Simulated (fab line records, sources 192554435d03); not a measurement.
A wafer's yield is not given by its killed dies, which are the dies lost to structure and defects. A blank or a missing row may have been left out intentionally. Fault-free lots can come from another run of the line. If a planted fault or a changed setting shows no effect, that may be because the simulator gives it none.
Matching of chambers + flow n5Finfet + 4 sister chambers for N5_ILD0_ALD_15 on aldSin-01
The step deposits SiNx, target thk 24 nm, pulse time 1 s, ald cycles 480. 4 wafers are shown with their chamber, then 8 later ones without.

WAFERS, EACH WITH ITS CHAMBER
| wafer  | chamber | heaterPowerW (W) |
|--------|---------|------------------|
| L089.3 | 3       | 721              |
| L089.6 | 2       | 853              |
| L091.6 | 0       | 676              |
| L094.2 | 1       | 909              |

WAFERS MISSING THEIR CHAMBER
| wafer  | heaterPowerW (W) |
|--------|------------------|
| L094.3 | 721              |
| L094.4 | 852              |
| L095.1 | 708              |
| L095.3 | 845              |
| L095.4 | 686              |
| L096.2 | 863              |
| L096.3 | 940              |
| L096.6 | 853              |

WHICH CHAMBER EACH WENT THROUGH
| wafer  | from the rows above     | in truth |
|--------|-------------------------|----------|
| L094.3 | 3                       | 3        |
| L094.4 | 2                       | 2        |
| L095.1 | can't be placed: 3 or 0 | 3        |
| L095.3 | 2                       | 2        |
| L095.4 | can't be placed: 0 or 3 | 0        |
| L096.2 | 2                       | 2        |
| L096.3 | 1                       | 1        |
| L096.6 | 2                       | 2        |
Correctly placed: 6 of 8. Can't be placed from these rows: 2 (the true chamber is among the candidates in 2). Number placed wrongly: 0.
How it was worked out, from the rows above alone: a wafer's distance from a chamber is the root of the sum, over the readings, of the square of ((its reading less the chamber's mean) divided by the reading's scatter). The wafer belongs to the nearest chamber; if the next one is less than 2 further off, it can't be placed. For every chamber, the mean is computed from those of its wafers that are shown. The scatter: root of mean squared gap, hidden wafer to nearest shown wafer, with one shown wafer a chamber.
